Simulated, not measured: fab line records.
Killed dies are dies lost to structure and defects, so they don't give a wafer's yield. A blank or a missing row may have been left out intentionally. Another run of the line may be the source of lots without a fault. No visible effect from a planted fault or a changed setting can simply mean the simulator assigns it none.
Which tool did it? :: flow nand_harc :: 18 wafers from 6 lots sampled at 2 of the route's 1302 steps

WHAT THE GAUGES SHOWED, per wafer
NHARC_HYBRID_BOND_OVL_MEAS_05.
lot: L881
measured: day 24 17:43
on: overlay-01
overlay_x_nm (nm): 35 -4 -20

lot: L884
measured: day 26 01:12
on: overlay-02
overlay_x_nm (nm): -50 43 8

lot: L883
measured: day 26 09:30
on: overlay-02
overlay_x_nm (nm): 35 -10 50

lot: L894
measured: day 30 04:16
on: overlay-01
overlay_x_nm (nm): -13 17 -15

lot: L897
measured: day 32 10:08
on: overlay-02
overlay_x_nm (nm): 36 -4 11

lot: L899
measured: day 32 10:09
on: overlay-02
overlay_x_nm (nm): -30 41 16

WHICH TOOL RAN EACH LOT (tool, then ch and the chambers of the sampled wafers, then the start)
lot: L881
NHARC_HYBRID_BOND_ACTIVATE_00: rie_diel-08 ch 2,3, day 24 08:16

lot: L884
NHARC_HYBRID_BOND_ACTIVATE_00: rie_diel-08 ch 0,3, day 25 15:56

lot: L883
NHARC_HYBRID_BOND_ACTIVATE_00: rie_diel-12 ch 0,1,2, day 26 00:05

lot: L894
NHARC_HYBRID_BOND_ACTIVATE_00: rie_diel-08 ch 0,1,3, day 29 18:38

lot: L897
NHARC_HYBRID_BOND_ACTIVATE_00: rie_diel-12 ch 1,2, day 31 15:56

lot: L899
NHARC_HYBRID_BOND_ACTIVATE_00: rie_diel-05 ch 0,2,3, day 32 01:26
- NHARC_HYBRID_BOND_ACTIVATE_00: chemistry N2, time 60 s.

THE ANSWER, worked out from the rows above alone
Rule: usual is defined by the lots themselves. Put in order of their means at a reading, lots are off if they are a third of the lots or fewer, leave a main group of 4 or more, and stand apart from it by a gap of 3 or more times the standard deviation of the main group's means; of several such gaps the widest counts. A main group is skipped when, at the precision printed for the reading in the tables above, its means are all equal. A lot without any number at a reading at which 4 lots or more have one is off too. Any other lot the step has rows for is counted as sound.
Across all readings shown, no lot is off: no conclusion can be drawn from this.

WHAT THE SIMULATOR PUT IN
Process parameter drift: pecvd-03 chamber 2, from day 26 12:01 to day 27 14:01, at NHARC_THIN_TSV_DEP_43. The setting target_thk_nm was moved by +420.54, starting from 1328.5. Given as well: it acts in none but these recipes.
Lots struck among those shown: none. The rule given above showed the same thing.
